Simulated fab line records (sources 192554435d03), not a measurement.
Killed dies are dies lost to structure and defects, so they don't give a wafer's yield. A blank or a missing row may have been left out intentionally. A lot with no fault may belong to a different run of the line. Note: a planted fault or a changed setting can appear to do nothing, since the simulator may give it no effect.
Struck lot and sound lot, side by side + flow n5 finfet + 14 steps out of a route of 1938
Sound: wafers L960.1, L960.2, L960.3. Wafers struck: L950.2, L950.4, L950.5. Last of all comes the cause.
Order at every step that has rows: each side's tool, ch and its chambers, its first start. Under that, the readings that differ: sound wafers + struck wafers + difference of the means + sigmas: that difference in standard deviations of wafers without a fault.
alike: readings with means less than 2 such deviations apart, plus words and numbers identical on both sides. not compared: withheld readings, readings lacking a value on some wafer, bounds such as >300 that could conceal the same value, and numbers that have no deviation in the record and whose values overlap.
Wherever a step has rows on one side only, a row that says differs or no value, or a row with sigmas, the two part there. Non-overlapping numbers with no deviation appear without sigmas and do not part them. A reading that every wafer of one side lacks parts them only if that side has two wafers or more.

first, 8 steps without rows for these wafers: N5_MIM_TOP_LITHO_HMDS_01 (time 60 s); N5_MIM_TOP_LITHO_COAT_02; N5_MIM_TOP_LITHO_EBR_04; N5_MIM_TOP_LITHO_SOFTBAKE_03 (time 90 s); N5_MIM_TOP_LITHO_EXPOSE_05 (exposes mask MIM TOP, target cd 2000 nm); N5_MIM_TOP_LITHO_PEB_06; N5_MIM_TOP_LITHO_DEVELOP_07 (develop time 60 s); N5_MIM_TOP_LITHO_HARDBAKE_09 (time 120 s).
N5_MIM_TOP_LITHO_CD_MEAS_08: the cd target is 2000 nm.
  sound on cd sem-03 ch 0, day 15 21:37; struck on cd sem-03 ch 0, day 13 21:10
  alike: cd nm
N5_MIM_TOP_LITHO_OVL_MEAS_11:
  sound on overlay-02 ch 0, day 15 21:39; struck on overlay-02 ch 0, day 13 21:11
  alike: MIM_TOP_OVL
N5_MIM_TOP_LITHO_INSPECT_12: inspects for defects (macro).
  struck on defect inspect-01, day 13 21:13; sound on defect inspect-01, day 15 21:40
  alike: raw defect count
N5_MIM_TOP_LITHO_DESCUM_10: chemistry O2, time 7.9 s.
  sound on rie diel-06 ch 0,1,3, day 15 21:51; struck on rie diel-01 ch 0,2,3, day 13 21:43
  alike: drypump motor current A, o2 flow sccm, oes product au, rf vpp V, showerhead plenum p Torr, throttle valve pct
  not compared: rf hours counter h
N5_MIM_TOP_ETCH_ETCH_00: etches TiN in Cl2/BCl3, target depth 38.5 nm.
  sound on rie metal-03 ch 0,1, day 15 21:56; struck on rie metal-01 ch 1, day 13 21:51
| reading                | sound             | struck            | difference | sigmas |
|------------------------|-------------------|-------------------|------------|--------|
| mfc cl2 sccm (sccm)    | 53.27 53.39 53.34 | 63.74 63.86 63.89 | +10.50     | +62    |
| throttle valve pct (%) | 23.0 23.1 23.1    | 23.7 23.7 23.7    | +0.6       | +2     |
  alike: bcl3 flow sccm, drypump motor current A, oes product au
  not compared: rf hours counter h
N5_MIM_TOP_ETCH_STRIP_01: strips in O2.
  sound on rie diel-03 ch 0,1,2, day 15 22:05; struck on rie diel-02 ch 1,2,3, day 13 22:28
| reading      | sound       | struck      | difference | sigmas |
|--------------|-------------|-------------|------------|--------|
| rf vpp V (V) | 2.5 1.2 1.3 | 5.8 7.4 3.3 | +3.8       | +3     |
  alike: drypump motor current A, o2 flow sccm, oes product au, showerhead plenum p Torr, throttle valve pct
  not compared: rf hours counter h

== WHERE THEY PART ==
Earliest at N5_MIM_TOP_ETCH_ETCH_00; latest, in this record, at N5_MIM_TOP_ETCH_STRIP_01.

WHY: whatever the simulator had introduced
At N5_MIM_TOP_ETCH_ETCH_00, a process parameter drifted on rie metal-01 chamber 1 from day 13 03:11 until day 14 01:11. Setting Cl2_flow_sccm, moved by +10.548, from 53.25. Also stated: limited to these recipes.
